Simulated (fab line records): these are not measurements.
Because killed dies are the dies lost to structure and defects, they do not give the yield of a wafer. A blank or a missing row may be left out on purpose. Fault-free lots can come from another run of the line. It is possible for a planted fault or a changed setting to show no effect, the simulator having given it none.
fab line records    flow n5-finfet
[record] lots = 24  wafers = 72  last-day = 17
route steps=1938 shown BEOL_M5@1179 BEOL_M6@1208 BEOL_M7@1266
lots untouched by any fault: they come from a run of this same line in which no faults occurred
start-h: hours from the record's first day to the start of the lot's first wafer shown    wait-h: hours since the lot's step before    " the same as in the row above    L1.1+2: several wafers, shown together as one row    - either no value or no given start    * or withheld: withheld    < > ~ a bound
route shown NAME@n: a module of which the file shows steps, and the number in the route of the first    usual: average and standard deviation across the fault-free wafers    same: alike in all rows    chamber/n: place in a boat    sites: each site's reading    _std_site: how widely they spread, as a standard deviation    _edge_site: outer sites' mean less inner sites'    radius-mm: for every site, how far away it sits from the centre of the wafer    mask NAME#n: copy n    behind: the most recent tool/chamber to have shaped the wafer    hold: what put the lot on hold/how long, in hours/how the hold closed    device: which transistor (n, p or np) failed to switch    end of line: the same wafers' tests at the end of the route    for a step that has no rows: nothing shown but its recipe    killed: dies lost to structure and defects at the first sort, not the wafer's yield    map: a wafer's dies, x killed, . not, _ none there
set.NAME: the setting that was run; set.NAME@STEP: the one run at that earlier step    model.NAME: the simulator's own value behind a step, which no gauge read
steps of the route over a sample of lots; a table a step, a row a wafer
services: from which hour (start-h, from the record's first day; less than 0 if before it) a tool's chamber was out of use, for how many hours, and why
[[steps]]
[step N5_BEOL_M5_SPUTTER_83]
[recipe] material = Cu  target-thk-a = 150  temp-c = -20  chamber-pressure-pa = 0.07  power-w = withheld  time-s = 27.62
[usual] throttle-valve-pct = 30.1/0.69
lot.wafer  tool            chamber  start-h  wait-h  throttle-valve-pct
L074.2     pvd-sputter-03  -        184.47   0.5     30.6
L074.3     "               -        "        "       30.9
L074.5     "               -        "        "       28.6
L076.1     pvd-sputter-02  -        186.75   0.5     30.1
L076.2     "               -        "        "       29.3
L076.5     "               -        "        "       30.3
L075.2     pvd-sputter-03  -        194.94   0.5     30.7
L075.3     "               -        "        "       31.1
L075.4     "               -        "        "       28.9
L077.1     pvd-sputter-01  -        199.45   0.5     29.9
L077.2     "               -        "        "       30.5
L077.3     "               -        "        "       30.8
L078.2     pvd-sputter-03  -        203.41   0.5     30.1
L078.3     "               -        "        "       30.5
L078.6     "               -        "        "       30.9
L079.1     pvd-sputter-01  -        212.93   0.5     30.2
L079.4     "               -        "        "       29.1
L079.5     "               -        "        "       30.5
L080.2     pvd-sputter-03  -        216.56   0.5     28.7
L080.3     "               -        "        "       30.7
L080.6     "               -        "        "       30.8
L081.1     pvd-sputter-01  -        227.58   0.5     30.4
L081.3     "               -        "        "       29.6
L081.6     "               -        "        "       29.5
L083.1     pvd-sputter-03  -        230.65   0.5     30.9
L083.2     "               -        "        "       30.2
L083.6     "               -        "        "       30.0
L082.2     pvd-sputter-01  -        239.04   0.5     30.4
L082.3     "               -        "        "       30.3
L082.5     "               -        "        "       30.6
L084.2     pvd-sputter-02  -        240.18   0.5     29.0
L084.3     "               -        "        "       30.6
L084.6     "               -        "        "       30.0
L085.1     pvd-sputter-03  -        257.78   0.5     30.6
L085.2     "               -        "        "       28.7
L085.3     "               -        "        "       30.8
L086.3     pvd-sputter-01  -        261.31   0.5     30.0
L086.5     "               -        "        "       30.4
L086.6     "               -        "        "       29.4
L088.1     pvd-sputter-02  -        261.75   0.5     31.1
L088.4     "               -        "        "       30.2
L088.5     "               -        "        "       30.2
L087.3     pvd-sputter-03  -        265.70   0.5     29.7
L087.4     "               -        "        "       28.8
L087.5     "               -        "        "       30.7
L091.2     pvd-sputter-02  -        268.38   0.5     31.1
L091.3     "               -        "        "       30.2
L091.6     "               -        "        "       30.0
L090.3     pvd-sputter-03  -        273.01   0.5     30.0
L090.4     "               -        "        "       30.7
L090.5     "               -        "        "       29.0
L089.1     pvd-sputter-02  -        275.00   0.5     30.0
L089.2     "               -        "        "       30.7
L089.6     "               -        "        "       29.1
L092.1     pvd-sputter-01  -        290.49   0.5     29.6
L092.2     "               -        "        "       30.0
L092.5     "               -        "        "       29.5
L093.1     pvd-sputter-02  -        295.93   0.5     29.3
L093.2     "               -        "        "       29.8
L093.5     "               -        "        "       29.2
L094.1     pvd-sputter-03  -        299.45   0.5     29.8
L094.2     "               -        "        "       30.5
L094.4     "               -        "        "       28.8
L095.1     pvd-sputter-01  -        301.73   0.5     30.5
L095.3     "               -        "        "       29.6
L095.6     "               -        "        "       30.1
L097.1     pvd-sputter-03  -        319.31   0.5     30.6
L097.4     "               -        "        "       28.9
L097.6     "               -        "        "       28.7
L096.2     pvd-sputter-01  -        319.51   0.5     29.5
L096.5     "               -        "        "       30.5
L096.6     "               -        "        "       29.6
[step N5_BEOL_M5_SPUTTER_88]
[recipe] material = Cu  target-thk-a = 150  temp-c = -20  chamber-pressure-pa = 0.07  power-w = withheld  time-s = 27.62
[usual] throttle-valve-pct = 30.1/0.69
lot.wafer  tool            chamber  start-h  wait-h  throttle-valve-pct
L074.2     pvd-sputter-03  -        185.56   0.5     30.6
L074.3     "               -        "        "       30.7
L074.5     "               -        "        "       28.8
L076.1     pvd-sputter-02  -        187.84   0.5     29.9
L076.2     "               -        "        "       29.0
L076.5     "               -        "        "       30.2
L075.2     pvd-sputter-03  -        196.03   0.5     30.6
L075.3     "               -        "        "       30.4
L075.4     "               -        "        "       28.8
L077.1     pvd-sputter-01  -        200.53   0.5     29.8
L077.2     "               -        "        "       30.5
L077.3     "               -        "        "       30.5
L078.2     pvd-sputter-03  -        204.49   0.5     30.2
L078.3     "               -        "        "       30.6
L078.6     "               -        "        "       30.4
L079.1     pvd-sputter-01  -        214.02   0.5     29.8
L079.4     "               -        "        "       29.6
L079.5     "               -        "        "       30.9
L080.2     pvd-sputter-03  -        217.65   0.5     28.8
L080.3     "               -        "        "       30.7
L080.6     "               -        "        "       30.8
L081.1     pvd-sputter-01  -        228.66   0.5     30.7
L081.3     "               -        "        "       29.5
L081.6     "               -        "        "       29.4
L083.1     pvd-sputter-03  -        231.74   0.5     30.5
L083.2     "               -        "        "       30.3
L083.6     "               -        "        "       30.1
L082.2     pvd-sputter-01  -        240.12   0.5     30.6
L082.3     "               -        "        "       30.6
L082.5     "               -        "        "       30.2
L084.2     pvd-sputter-02  -        241.26   0.5     29.2
L084.3     "               -        "        "       31.0
L084.6     "               -        "        "       30.2
L085.1     pvd-sputter-03  -        258.86   0.5     30.7
L085.2     "               -        "        "       28.6
L085.3     "               -        "        "       30.6
L086.3     pvd-sputter-01  -        262.40   0.5     29.8
L086.5     "               -        "        "       30.7
L086.6     "               -        "        "       29.1
L088.1     pvd-sputter-02  -        262.84   0.5     31.3
L088.4     "               -        "        "       29.9
L088.5     "               -        "        "       30.0
L087.3     pvd-sputter-03  -        266.79   0.5     29.9
L087.4     "               -        "        "       28.7
L087.5     "               -        "        "       30.7
L091.2     pvd-sputter-02  -        269.46   0.5     30.9
L091.3     "               -        "        "       30.3
L091.6     "               -        "        "       29.9
L090.3     pvd-sputter-03  -        274.10   0.5     30.2
L090.4     "               -        "        "       30.7
L090.5     "               -        "        "       28.8
L089.1     pvd-sputter-02  -        276.09   0.5     30.2
L089.2     "               -        "        "       30.9
L089.6     "               -        "        "       28.8
L092.1     pvd-sputter-01  -        291.57   0.5     29.3
L092.2     "               -        "        "       30.0
L092.5     "               -        "        "       29.3
L093.1     pvd-sputter-02  -        297.02   0.5     29.3
L093.2     "               -        "        "       30.2
L093.5     "               -        "        "       29.2
L094.1     pvd-sputter-03  -        300.53   0.5     30.1
L094.2     "               -        "        "       30.7
L094.4     "               -        "        "       28.6
L095.1     pvd-sputter-01  -        302.82   0.5     30.5
L095.3     "               -        "        "       30.2
L095.6     "               -        "        "       29.8
L097.1     pvd-sputter-03  -        320.40   0.5     30.7
L097.4     "               -        "        "       28.9
L097.6     "               -        "        "       29.0
L096.2     pvd-sputter-01  -        320.59   0.5     29.7
L096.5     "               -        "        "       30.6
L096.6     "               -        "        "       29.4
[step N5_BEOL_M5_ANNEAL_51]
[recipe] temp-c = 225  time-s = 90  ambient = N2
[usual] wafer_temp_C_max = 226.12/0.28
lot.wafer  tool           chamber  start-h  wait-h  wafer_temp_C_max
L074.2     rtp-anneal-01  0        186.89   0.1     226.67
L074.3     "              0        "        "       226.47
L074.5     "              0        "        "       225.87
L076.1     rtp-anneal-01  0        189.13   0.1     226.05
L076.2     "              0        "        "       225.98
L076.5     "              0        "        "       226.07
L075.2     rtp-anneal-01  0        197.38   0.1     226.52
L075.3     "              0        "        "       226.56
L075.4     "              0        "        "       226.20
L077.1     rtp-anneal-02  0        201.82   0.1     226.02
L077.2     "              0        "        "       226.16
L077.3     "              0        "        "       225.70
L078.2     rtp-anneal-01  0        205.85   0.1     225.60
L078.3     "              0        "        "       225.80
L078.6     "              0        "        "       225.40
L079.1     rtp-anneal-02  0        215.31   0.1     226.13
L079.4     "              0        "        "       225.92
L079.5     "              0        "        "       226.25
L080.2     rtp-anneal-01  0        219.11   0.2     226.06
L080.3     "              0        "        "       225.89
L080.6     "              0        "        "       226.21
L081.1     rtp-anneal-02  0        229.95   0.1     225.89
L081.3     "              0        "        "       225.68
L081.6     "              0        "        "       225.77
L083.1     rtp-anneal-02  0        233.03   0.1     225.85
L083.2     "              0        "        "       225.89
L083.6     "              0        "        "       225.69
L082.2     rtp-anneal-02  0        241.46   0.1     225.74
L082.3     "              0        "        "       225.89
L082.5     "              0        "        "       225.90
L084.2     rtp-anneal-02  0        242.60   0.1     225.83
L084.3     "              0        "        "       226.32
L084.6     "              0        "        "       226.44
L085.1     rtp-anneal-02  0        260.15   0.1     225.89
L085.2     "              0        "        "       226.28
L085.3     "              0        "        "       225.95
L088.1     rtp-anneal-01  0        264.13   0.1     226.21
L088.4     "              0        "        "       225.85
L088.5     "              0        "        "       226.42
L086.3     rtp-anneal-02  0        267.49   0.1     225.79
L086.5     "              0        "        "       226.01
L086.6     "              0        "        "       225.74
L087.3     rtp-anneal-01  0        268.17   0.1     226.14
L087.4     "              0        "        "       225.79
L087.5     "              0        "        "       226.23
L091.2     rtp-anneal-01  0        270.83   0.1     226.25
L091.3     "              0        "        "       226.23
L091.6     "              0        "        "       226.46
L090.3     rtp-anneal-02  0        275.48   0.1     226.26
L090.4     "              0        "        "       226.03
L090.5     "              0        "        "       225.82
L089.1     rtp-anneal-01  0        277.38   0.1     226.52
L089.2     "              0        "        "       226.07
L089.6     "              0        "        "       226.50
L092.1     rtp-anneal-02  0        292.86   0.1     225.90
L092.2     "              0        "        "       226.02
L092.5     "              0        "        "       226.69
L093.1     rtp-anneal-01  0        298.31   0.1     226.22
L093.2     "              0        "        "       226.36
L093.5     "              0        "        "       226.50
L094.1     rtp-anneal-01  0        301.82   0.1     226.79
L094.2     "              0        "        "       226.89
L094.4     "              0        "        "       226.47
L095.1     rtp-anneal-01  0        304.25   0.2     226.21
L095.3     "              0        "        "       225.84
L095.6     "              0        "        "       226.44
L097.1     rtp-anneal-02  0        321.83   0.2     225.98
L097.4     "              0        "        "       226.01
L097.6     "              0        "        "       225.74
L096.2     rtp-anneal-02  0        322.15   0.3     226.33
L096.5     "              0        "        "       226.19
L096.6     "              0        "        "       226.14
[step N5_BEOL_M5_CO_CAP_78]
[recipe] material = Co  target-thk-a = 20  temp-c = 200  precursor = CCTBA/H2  pressure-torr = 30  time-s = 102.1
[usual] heater-power-w = 231/14
lot.wafer  tool       chamber  start-h  wait-h  heater-power-w
L074.2     cvd-co-02  1        187.53   0.0     233
L074.3     "          2        "        "       254
L074.5     "          0        "        "       216
L076.1     cvd-co-02  2        190.28   0.0     250
L076.2     "          1        "        "       233
L076.5     "          0        "        "       213
L075.2     cvd-co-02  1        198.55   0.0     232
L075.3     "          2        "        "       257
L075.4     "          1        "        "       235
L077.1     cvd-co-02  1        202.51   0.0     232
L077.2     "          0        "        "       215
L077.3     "          2        "        "       251
L078.2     cvd-co-02  2        206.47   0.0     251
L078.3     "          1        "        "       234
L078.6     "          0        "        "       215
L079.1     cvd-co-02  1        215.97   0.0     233
L079.4     "          1        "        "       239
L079.5     "          0        "        "       218
L080.2     cvd-co-01  0        219.76   0.0     240
L080.3     "          0        "        "       239
L080.6     "          0        "        "       239
L081.1     cvd-co-01  1        230.62   0.0     205
L081.3     "          2        "        "       228
L081.6     "          1        "        "       209
L083.1     cvd-co-01  2        233.70   0.0     236
L083.2     "          1        "        "       211
L083.6     "          2        "        "       235
L082.2     cvd-co-01  0        242.10   0.0     234
L082.3     "          2        "        "       239
L082.5     "          0        "        "       235
L084.2     cvd-co-02  0        243.22   0.0     218
L084.3     "          2        "        "       248
L084.6     "          1        "        "       235
L085.1     cvd-co-02  0        260.83   0.0     223
L085.2     "          2        "        "       252
L085.3     "          1        "        "       232
L088.1     cvd-co-02  2        264.80   0.0     255
L088.4     "          2        "        "       248
L088.5     "          0        "        "       215
L086.3     cvd-co-02  0        268.09   0.0     218
L086.5     "          0        "        "       217
L086.6     "          2        "        "       249
L087.3     cvd-co-01  0        268.75   0.0     237
L087.4     "          0        "        "       241
L087.5     "          1        "        "       214
L091.2     cvd-co-02  0        271.46   0.0     213
L091.3     "          1        "        "       234
L091.6     "          2        "        "       256
L090.3     cvd-co-02  1        276.07   0.0     232
L090.4     "          0        "        "       216
L090.5     "          1        "        "       236
L089.1     cvd-co-01  2        278.05   0.0     235
L089.2     "          0        "        "       235
L089.6     "          2        "        "       237
L092.1     cvd-co-02  0        293.55   0.0     222
L092.2     "          2        "        "       251
L092.5     "          0        "        "       215
L093.1     cvd-co-01  1        298.98   0.0     205
L093.2     "          2        "        "       237
L093.5     "          0        "        "       233
L094.1     cvd-co-02  2        302.49   0.0     248
L094.2     "          0        "        "       212
L094.4     "          0        "        "       219
L095.1     cvd-co-01  1        304.93   0.0     208
L095.3     "          2        "        "       235
L095.6     "          0        "        "       238
L097.1     cvd-co-01  0        322.54   0.0     234
L097.4     "          0        "        "       238
L097.6     "          2        "        "       237
L096.2     cvd-co-02  1        322.77   0.0     235
L096.5     "          0        "        "       215
L096.6     "          1        "        "       234
[step N5_BEOL_M6_OVL_MEAS_12]
[recipe] points-per-wafer = 44
[usual] M6_OVL = -0.2/0.67
lot.wafer  tool        chamber  start-h  wait-h  M6_OVL[nm]
L074.2     overlay-01  0        189.37   0.0     0.2
L074.3     "           0        "        "       -0.5
L074.5     "           0        "        "       0.7
L076.1     overlay-02  0        192.71   0.0     -0.7
L076.2     "           0        "        "       -0.6
L076.5     "           0        "        "       -0.6
L075.2     overlay-01  0        202.10   0.0     0.2
L075.3     "           0        "        "       0.0
L075.4     "           0        "        "       0.6
L077.1     overlay-02  0        205.41   0.0     0.2
L077.2     "           0        "        "       -0.2
L077.3     "           0        "        "       0.0
L078.2     overlay-02  0        210.06   0.0     0.2
L078.3     "           0        "        "       0.2
L078.6     "           0        "        "       0.1
L079.1     overlay-02  0        219.17   0.0     0.2
L079.4     "           0        "        "       -0.3
L079.5     "           0        "        "       0.1
L080.2     overlay-02  0        221.67   0.0     -0.7
L080.3     "           0        "        "       -1.0
L080.6     "           0        "        "       -0.4
L081.1     overlay-01  0        233.53   0.0     -0.7
L081.3     "           0        "        "       -0.5
L081.6     "           0        "        "       0.8
L083.1     overlay-02  0        236.99   0.0     -0.7
L083.2     "           0        "        "       0.4
L083.6     "           0        "        "       -0.6
L082.2     overlay-01  0        245.83   0.0     1.4
L082.3     "           0        "        "       0.5
L082.5     "           0        "        "       0.0
L084.2     overlay-01  0        246.22   0.0     -1.4
L084.3     "           0        "        "       -1.1
L084.6     "           0        "        "       -2.3
L085.1     overlay-01  0        265.05   0.0     -0.4
L085.2     "           0        "        "       -1.4
L085.3     "           0        "        "       -0.7
L088.1     overlay-01  0        268.01   0.0     -0.4
L088.4     "           0        "        "       -0.6
L088.5     "           0        "        "       -0.1
L086.3     overlay-02  0        271.42   0.0     -1.2
L086.5     "           0        "        "       -0.6
L086.6     "           0        "        "       -0.7
L087.3     overlay-02  0        271.58   0.0     -0.7
L087.4     "           0        "        "       0.2
L087.5     "           0        "        "       0.1
L091.2     overlay-02  0        275.05   0.0     -1.0
L091.3     "           0        "        "       -0.4
L091.6     "           0        "        "       -1.0
L090.3     overlay-02  0        277.83   0.0     0.3
L090.4     "           0        "        "       -1.0
L090.5     "           0        "        "       -0.3
L089.1     overlay-01  0        279.46   0.0     -0.3
L089.2     "           0        "        "       -0.6
L089.6     "           0        "        "       -0.2
L092.1     overlay-02  0        296.73   0.1     0.3
L092.2     "           0        "        "       0.6
L092.5     "           0        "        "       -0.2
L093.1     overlay-01  0        302.80   0.0     -1.3
L093.2     "           0        "        "       -0.5
L093.5     "           0        "        "       -1.0
L094.1     overlay-01  0        304.51   0.0     -0.1
L094.2     "           0        "        "       0.5
L094.4     "           0        "        "       0.3
L095.1     overlay-02  0        306.75   0.0     -0.2
L095.3     "           0        "        "       0.0
L095.6     "           0        "        "       0.2
L097.1     overlay-02  0        324.82   0.0     -1.8
L097.4     "           0        "        "       -0.7
L097.6     "           0        "        "       -0.1
L096.2     overlay-01  0        324.91   0.0     -0.3
L096.5     "           0        "        "       0.4
L096.6     "           0        "        "       -0.2
[step N5_BEOL_M7_PECVD_70]
[recipe] material = SiO2  target-thk-a = 200  temp-c = 400  precursor = TEOS/O2  pressure-torr = 5.5  rf-w = 450  teos-flow-sccm = 53.8  gas = O2  flow-sccm = 3000  time-s = 22.7
[usual] heater-power-w = 695/90  showerhead-plenum-p-Torr = 8.79/0.045  throttle-valve-pct = 22.6/1.1
lot.wafer  tool      chamber  start-h  wait-h  heater-power-w  showerhead-plenum-p-Torr  throttle-valve-pct
L074.2     pecvd-01  2        197.72   0.0     746             8.79                      22.3
L074.3     "         1        "        "       685             8.76                      21.8
L074.5     "         2        "        "       726             8.80                      22.3
L076.1     pecvd-01  0        198.68   0.0     682             8.76                      23.6
L076.2     "         2        "        "       738             8.80                      22.1
L076.5     "         2        "        "       736             8.77                      22.3
L075.2     pecvd-03  1        209.39   0.0     552             8.79                      23.3
L075.3     "         2        "        "       554             8.78                      21.4
L075.4     "         2        "        "       592             8.78                      21.2
L077.1     pecvd-02  0        211.16   0.0     753             8.87                      21.5
L077.2     "         1        "        "       720             8.74                      24.0
L077.3     "         1        "        "       718             8.74                      23.7
L078.2     pecvd-01  1        215.97   0.0     823             8.77                      21.8
L078.3     "         2        "        "       711             8.81                      21.9
L078.6     "         2        "        "       685             8.82                      22.4
L079.1     pecvd-03  0        225.65   0.0     541             8.80                      24.1
L079.4     "         1        "        "       631             8.81                      23.3
L079.5     "         0        "        "       543             8.81                      23.9
L080.2     pecvd-02  0        229.10   0.0     766             8.86                      21.3
L080.3     "         1        "        "       639             8.73                      23.4
L080.6     "         1        "        "       635             8.75                      23.8
L081.1     pecvd-01  2        240.87   0.0     716             8.80                      22.3
L081.3     "         1        "        "       776             8.79                      21.8
L081.6     "         0        "        "       764             8.74                      23.7
L083.1     pecvd-02  0        245.39   0.0     668             8.85                      21.3
L083.2     "         2        "        "       820             8.86                      20.7
L083.6     "         1        "        "       737             8.75                      23.6
L082.2     pecvd-02  1        251.87   0.0     709             8.74                      23.6
L082.3     "         2        "        "       825             8.87                      20.6
L082.5     "         2        "        "       843             8.87                      21.0
L084.2     pecvd-03  0        252.27   0.0     477             8.81                      24.3
L084.3     "         2        "        "       667             8.77                      21.5
L084.6     "         2        "        "       680             8.76                      21.4
L085.1     pecvd-01  2        272.80   0.0     656             8.79                      22.3
L085.2     "         0        "        "       782             8.73                      23.5
L085.3     "         1        "        "       724             8.76                      21.8
L088.1     pecvd-01  2        274.10   0.0     734             8.80                      22.2
L088.4     "         1        "        "       796             8.76                      21.7
L088.5     "         2        "        "       718             8.80                      22.5
L086.3     pecvd-03  1        278.92   0.0     635             8.81                      23.2
L086.5     "         0        "        "       462             8.81                      24.3
L086.6     "         2        "        "       589             8.78                      21.6
L087.3     pecvd-02  1        279.60   0.0     728             8.75                      23.8
L087.4     "         2        "        "       829             8.84                      21.0
L087.5     "         0        "        "       632             8.87                      21.5
L091.2     pecvd-03  1        281.11   0.0     607             8.83                      22.7
L091.3     "         0        "        "       476             8.78                      24.4
L091.6     "         2        "        "       568             8.79                      21.7
L090.3     pecvd-01  2        285.31   0.0     613             8.81                      22.6
L090.4     "         0        "        "       736             8.71                      23.8
L090.5     "         2        "        "       616             8.79                      22.7
L089.1     pecvd-02  0        285.84   0.1     674             8.88                      21.4
L089.2     "         2        "        "       784             8.86                      20.7
L089.6     "         2        "        "       800             8.86                      20.9
L092.1     pecvd-01  0        303.84   0.0     723             8.73                      23.7
L092.2     "         1        "        "       783             8.77                      21.7
L092.5     "         0        "        "       728             8.71                      23.6
L093.1     pecvd-02  0        311.45   0.0     756             8.87                      21.0
L093.2     "         2        "        "       750             8.86                      21.0
L093.5     "         2        "        "       756             8.86                      21.0
L094.1     pecvd-01  1        312.76   0.0     829             8.78                      21.8
L094.2     "         0        "        "       699             8.74                      23.6
L094.4     "         1        "        "       827             8.77                      22.1
L095.1     pecvd-03  2        314.69   0.0     651             8.76                      21.6
L095.3     "         0        "        "       519             8.82                      24.5
L095.6     "         1        "        "       637             8.82                      23.2
L097.1     pecvd-01  0        332.55   0.0     706             8.72                      23.7
L097.4     "         1        "        "       809             8.75                      21.7
L097.6     "         2        "        "       659             8.80                      22.5
L096.2     pecvd-01  1        334.25   0.0     755             8.74                      21.6
L096.5     "         0        "        "       740             8.75                      23.6
L096.6     "         1        "        "       751             8.76                      21.8
[[services]]
tool       chamber  start-h  hours  kind
pecvd-03   2        164.67   13.1   repair
pecvd-02   2        166.59   -      calibration
cvd-co-01  1        199.28   -      clean
cvd-co-01  1        199.28   22.0   scheduled-down
cvd-co-01  1        199.28   22.0   vent-cycle
pecvd-02   2        202.38   -      clean
pecvd-02   2        202.38   -      consumable-replace:showerhead
pecvd-02   2        202.38   29.0   scheduled-down
pecvd-02   2        202.38   29.0   vent-cycle
pecvd-03   2        210.24   18.6   repair
pecvd-01   0        214.63   5.5    scheduled-down
pecvd-03   1        230.40   2.1    scheduled-down
cvd-co-01  -        280.61   0.2    repair
pecvd-01   1        285.45   3.6    repair
pecvd-03   -        288.28   0.2    repair
pecvd-02   1        297.77   2.1    scheduled-down
pecvd-01   2        301.67   5.5    scheduled-down
pecvd-03   -        308.06   5.5    pm
pecvd-02   -        314.19   0.9    repair
pecvd-03   0        320.82   12.4   repair
cvd-co-02  1        333.33   -      clean
cvd-co-02  1        333.33   22.0   scheduled-down
cvd-co-02  1        333.33   22.0   vent-cycle
[[key]]
fault none
